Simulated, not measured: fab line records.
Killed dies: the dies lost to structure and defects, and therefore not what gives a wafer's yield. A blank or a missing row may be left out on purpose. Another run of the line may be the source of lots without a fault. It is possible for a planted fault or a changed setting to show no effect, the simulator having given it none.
fab line records    flow n5Finfet
record: lots: 6  wafers: 17  lastDay: 18
route steps=1938 shown FIN_CUT@163 BEOL_M4@1111 PASSIVATION@1936
lots that met no fault: taken from a fault-free run of the same line
startH: the number of hours between the record's first day and the start of the first shown wafer of the lot    waitH: time in hours since the lot's previous step    " as in the row above    L1.1+2: a single row standing in for several wafers    - no value, or no start was given    * or withheld: withheld    < > ~ a bound
route shown NAME@n: names a module that has steps shown in the file, with the first one's number in the route    usual: mean/standard deviation of fault-free wafers    same: alike in all rows    chamber/n: place in a boat    sites: readings site by site    _std_site: standard deviation of those values    _edge_site: mean of outer sites minus mean of inner sites    radiusMm: for every site, how far away it sits from the centre of the wafer    mask NAME#n: copy n    behind: the last tool/chamber to shape the wafer    hold: what put the lot on hold/how long, in hours/how the hold closed    device: the n, p or np transistor that did not switch    end of line: at the end of the route, the tests of the same wafers    where a step has no rows: the recipe by itself    killed: dies lost to structure and defects at the first sort, not the wafer's yield    map: dies across one wafer; x = killed, . = not, _ = none there
set.NAME: setting as actually run; set.NAME@STEP: the setting as run at that earlier step    model.NAME: the simulator's own value behind a step, which no gauge read
certain route steps with their lots: each step a table, each wafer a row
services: a tool's chamber out of use, with start hour (startH, from the record's first day; less than 0 if before it), hours out, and reason
== steps ==
step: N5_FIN_CUT_CD_MEAS_08
recipe: targetCdNm: 29.1  landingEnergyEv: 500  detector: seInlens  polarity: opening
usual: cdNm: 29.14/0.25
lot.wafer  tool      chamber  startH  waitH  cdNm
L888.1     cdSem-03  0        45.48   -      29.80
L888.2     "         0        "       "      29.07
L888.5     "         0        "       "      29.45
L889.1     cdSem-02  0        50.88   -      28.91
L889.3     "         0        "       "      29.29
L889.5     "         0        "       "      29.35
L892.1     cdSem-02  0        68.56   -      28.63
L892.3     "         0        "       "      29.19
L892.5     "         0        "       "      29.31
L894.3     cdSem-03  0        81.02   -      29.01
L894.6     "         0        "       "      28.44
L902.4     cdSem-02  0        130.78  -      28.80
L902.5     "         0        "       "      29.06
L902.6     "         0        "       "      28.98
L907.1     cdSem-01  0        162.84  -      29.22
L907.3     "         0        "       "      29.09
L907.5     "         0        "       "      29.28
step: N5_FIN_CUT_OVL_MEAS_09
recipe: pointsPerWafer: 522
usual: FIN_CUT_OVL: -0.3/0.67
lot.wafer  tool        chamber  startH  waitH  FIN_CUT_OVL[nm]
L888.1     overlay-01  0        45.51   0.0    -1.1
L888.2     "           0        "       "      -1.3
L888.5     "           0        "       "      0.1
L889.1     overlay-01  0        50.91   0.0    0.8
L889.3     "           0        "       "      0.1
L889.5     "           0        "       "      0.2
L892.1     overlay-01  0        68.59   0.0    0.2
L892.3     "           0        "       "      -0.9
L892.5     "           0        "       "      -1.6
L894.3     overlay-01  0        81.06   0.0    0.2
L894.6     "           0        "       "      0.0
L902.4     overlay-02  0        130.82  0.0    1.0
L902.5     "           0        "       "      1.4
L902.6     "           0        "       "      1.7
L907.1     overlay-01  0        162.87  0.0    -0.6
L907.3     "           0        "       "      -0.3
L907.5     "           0        "       "      -1.4
step: N5_FIN_CUT_INSPECT_10
recipe: mode: adi  inspectInstrument: brightfield
usual: rawDefectCount: 41/13
lot.wafer  tool              chamber  startH  waitH  rawDefectCount
L888.1     defectInspect-02  -        45.57   0.1    35
L888.2     "                 -        "       "      45
L888.5     "                 -        "       "      35
L889.1     defectInspect-01  -        50.97   0.1    29
L889.3     "                 -        "       "      31
L889.5     "                 -        "       "      29
L892.1     defectInspect-02  -        68.65   0.1    33
L892.3     "                 -        "       "      52
L892.5     "                 -        "       "      31
L894.3     defectInspect-02  -        81.10   0.0    27
L894.6     "                 -        "       "      35
L902.4     defectInspect-02  -        130.87  0.0    30
L902.5     "                 -        "       "      32
L902.6     "                 -        "       "      44
L907.1     defectInspect-01  -        162.93  0.1    51
L907.3     "                 -        "       "      57
L907.5     "                 -        "       "      58
step: N5_FIN_CUT_DESCUM_13
recipe: chemistry: O2  timeS: 7  sourcePowerW: 50  biasPowerW: 20  pressureMtorr: 20  rfFrequencyHz: 2.712e+07  tempC: 40  resist: CAR-EUV  o2FlowSccm: 225
usual: drypumpMotorCurrentA: 5.8/0.71  oesProductAu: 0.80/0.071  rfVppV: 243.1/1.2  showerheadPlenumPTorr: 2.09/0.06  throttleValvePct: 20.30/0.19
lot.wafer  tool        chamber  startH  waitH  drypumpMotorCurrentA  oesProductAu  rfHoursCounterH  rfVppV  showerheadPlenumPTorr  throttleValvePct
L888.1     rieDiel-01  2        45.77   0.2    5.2                   0.76          121              243.6   2.09                   19.96
L888.2     "           0        "       "      5.6                   0.84          81               243.7   2.13                   20.46
L888.5     "           0        "       "      5.6                   0.85          -                242.9   2.13                   20.47
L889.1     rieDiel-01  0        51.00   0.0    5.6                   0.83          83               243.8   2.13                   20.48
L889.3     "           1        "       "      4.9                   0.73          162              241.8   2.00                   20.35
L889.5     "           0        "       "      5.6                   0.84          -                244.6   2.13                   20.47
L892.1     rieDiel-04  0        68.69   0.0    5.4                   0.75          157              243.2   2.18                   20.31
L892.3     "           1        "       "      4.7                   0.77          121              245.4   2.19                   20.26
L892.5     "           3        "       "      6.8                   0.89          -                242.3   2.05                   20.28
L894.3     rieDiel-03  1        81.16   0.1    5.3                   0.92          14               244.3   2.14                   19.86
L894.6     "           3        "       "      6.4                   0.75          -                244.8   2.06                   20.23
L902.4     rieDiel-04  1        130.92  0.0    4.7                   0.76          -                245.7   2.19                   20.27
L902.5     "           3        "       "      6.7                   0.87          -                241.4   2.05                   20.31
L902.6     "           0        "       "      5.4                   0.74          -                245.3   2.18                   20.34
L907.1     rieDiel-01  0        163.26  0.3    5.6                   0.80          118              243.7   2.12                   20.53
L907.3     "           2        "       "      5.2                   0.73          154              243.1   2.08                   20.00
L907.5     "           1        "       "      4.9                   0.72          -                241.9   1.99                   20.40
step: N5_FIN_CUT_ETCH_30
recipe: chemistry: N2/H2  target: underlayer  targetDepthA: 130  maskMaterial: CAR-EUV  timeS: 10.4  ionEnergyEv: 200  pressureMtorr: 30  sourceW: 840  biasW: 150  n2FlowSccm: 200  h2FlowSccm: 200  ends: cleared
usual: drypumpMotorCurrentA: 5.8/0.71  etchRfOnTimeS: 10.50/0.23  oesProductAu: 0.68/0.062  rfVppV: 524.0/2.2  showerheadPlenumPTorr: 2.54/0.078  throttleValvePct: 17.73/0.16
lot.wafer  tool        chamber  startH  waitH  drypumpMotorCurrentA  etchRfOnTimeS  oesProductAu  rfHoursCounterH  rfVppV  showerheadPlenumPTorr  throttleValvePct
L888.1     rieDiel-01  2        45.80   0.0    5.2                   10.73          0.64          121              524.6   2.56                   17.51
L888.2     "           0        "       "      5.6                   10.23          0.72          81               525.4   2.57                   17.74
L888.5     "           0        "       "      5.6                   10.29          0.71          -                524.1   2.57                   17.74
L889.1     rieDiel-01  0        51.04   0.0    5.6                   10.22          0.72          83               524.1   2.57                   17.78
L889.3     "           1        "       "      4.9                   10.71          0.62          162              520.1   2.42                   17.85
L889.5     "           0        "       "      5.6                   10.16          0.72          -                524.7   2.57                   17.74
L892.1     rieDiel-04  0        68.72   0.0    5.4                   10.61          0.63          157              524.3   2.66                   17.76
L892.3     "           1        "       "      4.7                   10.20          0.66          121              526.8   2.68                   17.76
L892.5     "           3        "       "      6.8                   10.28          0.76          -                522.3   2.49                   17.71
L894.3     rieDiel-03  1        81.19   0.0    5.3                   10.64          0.77          14               526.0   2.59                   17.21
L894.6     "           3        "       "      6.5                   10.28          0.64          -                524.7   2.54                   17.95
L902.4     rieDiel-04  1        130.94  0.0    4.7                   10.22          0.66          -                529.0   2.67                   17.79
L902.5     "           3        "       "      6.8                   10.40          0.72          -                522.1   2.48                   17.73
L902.6     "           0        "       "      5.3                   10.60          0.62          -                525.4   2.65                   17.75
L907.1     rieDiel-01  0        163.29  0.0    5.6                   10.29          0.69          118              525.5   2.56                   17.81
L907.3     "           2        "       "      5.2                   10.71          0.62          154              523.5   2.54                   17.57
L907.5     "           1        "       "      4.9                   10.85          0.60          -                520.7   2.41                   17.89
step: N5_FIN_CUT_ETCH_20
recipe: chemistry: CF4  target: SiARC  targetDepthA: 260  maskMaterial: CAR-EUV  timeS: 43.3  ionEnergyEv: 80  pressureMtorr: 40  sourceW: 545  biasW: 36  Ar_flow_sccm: 100  cf4FlowSccm: 100  ends: cleared
step: N5_FIN_CUT_ETCH_21
recipe: chemistry: N2/H2  target: SOC  targetDepthA: 2190  overetchA: 438  maskMaterial: SiARC  tempC: 40  ionEnergyEv: 100  biasW: 61  timeS: 523.5  pressureMtorr: 30  sourceW: 850  n2FlowSccm: 200  h2FlowSccm: 200
step: N5_FIN_CUT_STRIP_23
recipe: chemistry: N2/H2  tempC: 40  n2FlowSccm: 200  h2FlowSccm: 200  rfFrequencyHz: 6e+07
step: N5_FIN_CUT_STRIP_31
recipe: chemistry: N2/H2  tempC: 40  n2FlowSccm: 200  h2FlowSccm: 200  rfFrequencyHz: 6e+07
step: N5_FIN_CUT_STRIP_24
recipe: chemistry: CF4  resist: SiARC  powerW: 300  biasPowerW: 75  pressureMtorr: 50  cf4FlowSccm: 150  rfFrequencyHz: 6e+07
usual: drypumpMotorCurrentA: 5.8/0.71  oesProductAu: 0.79/0.069  rfVppV: 271.1/1.3  showerheadPlenumPTorr: 1.80/0.045  throttleValvePct: 13.47/0.17
lot.wafer  tool        chamber  startH  waitH  drypumpMotorCurrentA  oesProductAu  rfHoursCounterH  rfVppV  showerheadPlenumPTorr  throttleValvePct
L888.1     rieDiel-01  2        46.18   0.0    5.2                   0.75          121              270.2   1.81                   13.30
L888.2     "           0        "       "      5.6                   0.83          81               271.8   1.83                   13.61
L888.5     "           0        "       "      5.6                   0.82          -                271.1   1.83                   13.63
L889.1     rieDiel-01  0        51.42   0.0    5.6                   0.83          83               272.1   1.83                   13.63
L889.3     "           1        "       "      4.9                   0.73          162              268.1   1.72                   13.61
L889.5     "           0        "       "      5.6                   0.82          -                272.5   1.83                   13.63
L892.1     rieDiel-04  0        69.10   0.0    5.4                   0.74          158              273.6   1.85                   13.47
L892.3     "           1        "       "      4.7                   0.76          121              272.4   1.87                   13.36
L892.5     "           3        "       "      6.7                   0.87          -                268.7   1.77                   13.40
L894.3     rieDiel-03  1        81.57   0.0    5.3                   0.90          14               272.1   1.83                   13.04
L894.6     "           3        "       "      6.4                   0.74          -                269.6   1.79                   13.64
L902.4     rieDiel-04  1        131.33  0.0    4.7                   0.74          -                272.2   1.86                   13.42
L902.5     "           3        "       "      6.7                   0.84          -                269.2   1.77                   13.45
L902.6     "           0        "       "      5.4                   0.72          -                271.8   1.84                   13.51
L907.1     rieDiel-01  0        163.67  0.0    5.6                   0.78          118              270.7   1.82                   13.71
L907.3     "           2        "       "      5.2                   0.73          154              272.8   1.80                   13.36
L907.5     "           1        "       "      4.9                   0.71          -                270.5   1.71                   13.66
step: N5_FIN_CUT_CUT_ETCH_26
recipe: chemistry: CH3F/O2  target: SiNx  targetDepthA: 390  maskMaterial: SOC  timeS: 55.7  pressureMtorr: 30  sourceW: 395  biasW: 73  Ar_flow_sccm: 150  CH3F_flow_sccm: 30  O2_flow_sccm: 20  ionEnergyEv: 120
usual: drypumpMotorCurrentA: 5.8/0.71  oesProductAu: 0.80/0.072  rfVppV: 299/6.5  showerheadPlenumPTorr: 2.00/0.056  throttleValvePct: 16.23/0.16
lot.wafer  tool        chamber  startH  waitH  drypumpMotorCurrentA  oesProductAu  rfHoursCounterH  rfVppV  showerheadPlenumPTorr  throttleValvePct
L888.1     rieDiel-01  2        46.20   0.0    5.2                   0.75          121              302     2.02                   16.04
L888.2     "           0        "       "      5.6                   0.84          81               296     2.04                   16.40
L888.5     "           0        "       "      5.6                   0.84          -                297     2.04                   16.40
L889.1     rieDiel-01  0        51.44   0.0    5.6                   0.84          83               297     2.04                   16.40
L889.3     "           1        "       "      4.9                   0.72          162              302     1.92                   16.38
L889.5     "           0        "       "      5.6                   0.83          -                297     2.04                   16.40
L892.1     rieDiel-04  0        69.12   0.0    5.4                   0.74          158              305     2.07                   16.21
L892.3     "           1        "       "      4.7                   0.78          121              303     2.09                   16.15
L892.5     "           3        "       "      6.7                   0.90          -                306     1.95                   16.09
L894.3     rieDiel-03  1        81.59   0.0    5.3                   0.91          14               293     2.05                   15.82
L894.6     "           3        "       "      6.4                   0.76          -                289     1.98                   16.31
L902.4     rieDiel-04  1        131.36  0.0    4.7                   0.76          -                302     2.09                   16.19
L902.5     "           3        "       "      6.7                   0.85          -                307     1.95                   16.15
L902.6     "           0        "       "      5.4                   0.73          -                305     2.07                   16.26
L907.1     rieDiel-01  0        163.69  0.0    5.6                   0.80          118              297     2.02                   16.47
L907.3     "           2        "       "      5.2                   0.72          154              300     2.01                   16.11
L907.5     "           1        "       "      4.9                   0.71          -                301     1.91                   16.41
step: N5_FIN_CUT_CUT_ETCH_27
recipe: chemistry: CHF3/O2  target: SiO2  targetDepthA: 40  maskMaterial: SOC  overetchA: 20  timeS: 4.9  pressureMtorr: 30  sourceW: 650  biasW: 170  Ar_flow_sccm: 200  CHF3_flow_sccm: 50  O2_flow_sccm: 5  ionEnergyEv: 200
usual: drypumpMotorCurrentA: 5.8/0.71  oesProductAu: 0.63/0.055  rfVppV: 526/12  showerheadPlenumPTorr: 2.41/0.063  throttleValvePct: 18.69/0.15
lot.wafer  tool        chamber  startH  waitH  drypumpMotorCurrentA  oesProductAu  rfHoursCounterH  rfVppV  showerheadPlenumPTorr  throttleValvePct
L888.1     rieDiel-01  2        46.25   0.0    5.2                   0.60          121              531     2.43                   18.53
L888.2     "           0        "       "      5.6                   0.65          81               523     2.45                   18.86
L888.5     "           0        "       "      5.6                   0.66          -                525     2.45                   18.87
L889.1     rieDiel-01  0        51.49   0.0    5.6                   0.66          83               522     2.45                   18.87
L889.3     "           1        "       "      4.9                   0.59          162              531     2.31                   18.82
L889.5     "           0        "       "      5.6                   0.66          -                524     2.45                   18.86
L892.1     rieDiel-04  0        69.17   0.0    5.4                   0.60          158              540     2.49                   18.62
L892.3     "           1        "       "      4.7                   0.61          121              532     2.52                   18.62
L892.5     "           3        "       "      6.8                   0.69          -                541     2.36                   18.61
L894.3     rieDiel-03  1        81.64   0.0    5.3                   0.71          14               515     2.46                   18.31
L894.6     "           3        "       "      6.5                   0.59          -                508     2.38                   18.73
L902.4     rieDiel-04  1        131.40  0.0    4.7                   0.60          -                531     2.51                   18.63
L902.5     "           3        "       "      6.7                   0.67          -                540     2.35                   18.64
L902.6     "           0        "       "      5.4                   0.58          -                539     2.48                   18.61
L907.1     rieDiel-01  0        163.74  0.0    5.6                   0.64          118              523     2.43                   18.92
L907.3     "           2        "       "      5.2                   0.59          154              530     2.42                   18.60
L907.5     "           1        "       "      4.9                   0.57          -                530     2.30                   18.87
step: N5_FIN_CUT_PRECLEAN_35
recipe: timeS: 13.3  tempC: 45  pressureTorr: 125  pHfTorr: 3  pCoreactantTorr: 25  chemistry: vHF
usual: drypumpMotorCurrentA: 5.8/0.4  timeS: 13.3/0
lot.wafer  tool          chamber  startH  waitH  drypumpMotorCurrentA  timeS
L888.1     vaporEtch-02  0        46.32   0.0    5.6                   13.3
L888.2     "             1        "       "      6.3                   13.3
L888.5     "             0        "       "      5.6                   13.3
L889.1     vaporEtch-01  1        51.55   0.0    5.3                   13.3
L889.3     "             0        "       "      6.0                   13.3
L889.5     "             1        "       "      5.3                   13.3
L892.1     vaporEtch-01  1        69.24   0.0    5.3                   11.168
L892.3     "             0        "       "      6.0                   13.3
L892.5     "             1        "       "      5.3                   13.3
L894.3     vaporEtch-01  0        81.73   0.1    6.0                   13.3
L894.6     "             1        "       "      5.3                   11.168
L902.4     vaporEtch-02  1        131.47  0.0    6.4                   13.3
L902.5     "             0        "       "      5.7                   13.3
L902.6     "             1        "       "      6.4                   13.3
L907.1     vaporEtch-02  0        163.81  0.0    5.6                   13.3
L907.3     "             0        "       "      5.6                   13.3
L907.5     "             1        "       "      6.4                   13.3
step: N5_FIN_CUT_CUT_ETCH_15
recipe: chemistry: HBr/Cl2/O2  target: Si  targetDepthA: 1000  btTimeS: 10  maskMaterial: SOC  timeS: 42.4  ionEnergyEv: *  biasW: *  pressureMtorr: 10  icpW: 800  HBr_flow_sccm: 150  Cl2_flow_sccm: 80  O2_flow_sccm: 12
step: N5_BEOL_M4_RC_MEAS_101
usual: DIBL_N: 36.3/2  DIBL_P: 36.3/2.4  IOFF_N: 0.16/0.034  IOFF_P: 0.21/0.035  ION_N: 672/12  ION_P: 459/6.5  SS_N: 71.6/0.67  SS_P: 73.3/0.71  VT_N: 250/3.5  VT_P: -251/3
lot.wafer  tool       chamber  startH  waitH  DIBL_N[mV/V]  DIBL_P[mV/V]  IOFF_N[nA/um]  IOFF_P[nA/um]  ION_N[uA/um]  ION_P[uA/um]  SS_N[mV/dec]  SS_P[mV/dec]  VT_N[mV]  VT_P[mV]
L888.1     prober-02  0        184.66  0.0    33.2          31.9          0.11           0.14           658           449           70.6          71.5          254       -256
L888.2     "          0        "       "      32.4          31.4          0.10           0.14           661           463           70.6          72.0          255       -257
L888.5     "          0        "       "      34.3          33.2          0.13           0.16           681           466           71.1          72.6          254       -253
L889.1     prober-02  0        191.00  0.0    33.7          36.0          0.12           0.16           664           455           71.1          72.5          254       -255
L889.3     "          0        "       "      37.3          39.9          0.18           0.22           676           456           72.4          73.6          250       -252
L889.5     "          0        "       "      35.6          37.9          0.16           0.20           673           455           71.5          73.7          252       -254
L892.1     prober-02  0        219.81  0.0    33.2          32.5          0.13           0.17           669           456           72.0          72.4          251       -255
L892.3     "          0        "       "      35.0          35.7          0.16           0.22           673           462           72.4          73.3          249       -247
L892.5     "          0        "       "      32.8          32.0          0.12           0.17           652           446           71.1          72.3          253       -250
L894.3     prober-02  0        242.79  0.3    39.3          38.1          0.19           0.21           682           453           72.3          73.6          247       -253
L894.6     "          0        "       "      38.8          38.8          0.19           0.22           686           465           72.7          73.6          247       -251
L902.4     prober-02  0        293.75  0.5    39.2          39.7          0.19           0.25           688           469           72.0          74.3          246       -248
L902.5     "          0        "       "      39.5          39.5          0.21           0.25           688           467           72.1          73.6          247       -248
L902.6     "          0        "       "      38.6          39.2          0.18           0.24           676           461           71.6          73.6          247       -246
L907.1     prober-02  0        313.61  0.0    36.3          35.7          0.15           0.19           676           459           71.8          73.6          250       -250
L907.3     "          0        "       "      37.1          37.6          0.19           0.22           690           469           71.8          74.6          248       -247
L907.5     "          0        "       "      37.9          38.6          0.20           0.23           691           467           72.2          74.5          247       -248
step: N5_PASSIVATION_PROBE_49
usual: defectLimitedYield: 91.4/1.5  killed_at_M0_to_M3: 33/11  killed_at_M4_up: 14/5.3  killedAtContacts: 13/6.2  killedAtFrontEnd: 39/13  killedAtOther: 3.1/2.8  killedDies: 102/17  killedOpen: 68/13  killedShort: 32/7.8  sort_bin_5_function: 5.1/0.95  sort_bin_6_memory: 3.2/0.7  sortNPass: 1078/18  sortYieldPct: 91.3/1.5
same: grossDies: 1180  killedAtBackSide: 0  sort_bin_4_leakage[%]: 0  sort_bin_8_speed[%]: 0
lot.wafer  tool       chamber  startH  waitH  defectLimitedYield[%]  killed_at_M0_to_M3  killed_at_M4_up  killedAtContacts  killedAtFrontEnd  killedAtOther  killedDies  killedOpen  killedShort  sort_bin_5_function[%]  sort_bin_6_memory[%]  sortNPass  sortYieldPct[%]
L902.4     prober-01  -        394.76  0.2    93.8                   17                  10               10                33                3              73          48          25           3.6                     2.5                   1107       93.8
L902.5     prober-01  -        394.81  0.2    89.8                   41                  14               16                42                7              120         62          53           6.4                     3.3                   1060       89.8
L902.6     prober-01  -        394.86  0.3    91.4                   27                  15               12                37                10             101         61          39           4.7                     3.4                   1079       91.4
killed by level:class
L902.4 FIN_SAQP:geometricParticle:open=8 BEOL_M0_SAQP:geometricParticle:open=7 STI_FIN_REVEAL:geometricParticle:open=6 GATE_CUT:geometricParticle:short=5 MOL_CONTACT_COAG:geometricParticle:open=5 MOL_CONTACT_COAG:geometricParticle:short=5 BEOL_M0_SAQP:geometricParticle:short=5 BEOL_M4:geometricParticle:open=4
L902.5 MOL_CONTACT_COAG:geometricParticle:open=11 BEOL_M0_SAQP:geometricParticle:short=11 BEOL_M0_SAQP:geometricParticle:open=9 BEOL_M1:geometricParticle:short=6 FIN_SAQP:geometricParticle:short=5 MOL_CONTACT_COAG:geometricParticle:short=5 BEOL_M3:geometricParticle:open=5 BEOL_M4:geometricParticle:open=5
L902.6 BEOL_M0_SAQP:geometricParticle:open=11 MOL_CONTACT_COAG:geometricParticle:open=9 GATE_CUT:geometricParticle:short=8 ILD0:geometricParticle:open=7 BEOL_M4:geometricParticle:open=7 GATE_CUT:geometricParticle:open=6 BEOL_M0_SAQP:geometricParticle:short=6 FIN_SAQP:geometricParticle:short=5
== services ==
tool        chamber  startH  hours  kind
rieDiel-01  3        25.31   -      clean
rieDiel-01  3        25.31   -      consumableReplace:focusRing
rieDiel-01  3        25.31   13.4   scheduledDown
rieDiel-01  3        25.31   13.4   ventCycle
rieDiel-03  1        28.13   -      clean
rieDiel-03  1        28.13   -      consumableReplace:focusRing
rieDiel-03  1        28.13   10.5   scheduledDown
rieDiel-03  1        28.13   10.5   ventCycle
rieDiel-03  0        65.90   7.4    repair
rieDiel-03  0        79.78   8.1    repair
rieDiel-04  2        118.16  -      clean
rieDiel-04  2        118.16  -      consumableReplace:focusRing
rieDiel-04  2        118.16  20.2   scheduledDown
rieDiel-04  2        118.16  20.2   ventCycle
rieDiel-01  1        136.98  6.2    repair
rieDiel-04  3        157.82  7.7    repair
rieDiel-01  3        159.74  5.1    repair
== key ==
firstSign: step: N5_FIN_CUT_PRECLEAN_35  reading: timeS  direction: down  sigmas: 99+  usual: *  struck: *
effect none on later readings
metAt N5_FIN_CUT_PRECLEAN_35
struckWafers L892.1,L894.6
onsetBetween 51.55 69.24
fault: kind: processParameterDrift  tool: vaporEtch-01  chamber: -  onsetH: 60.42  steps: N5_FIN_CUT_PRECLEAN_35  channel: timeS  offset: *  shape: step  endH: 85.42  scope: struckWafersOnly  stated: *
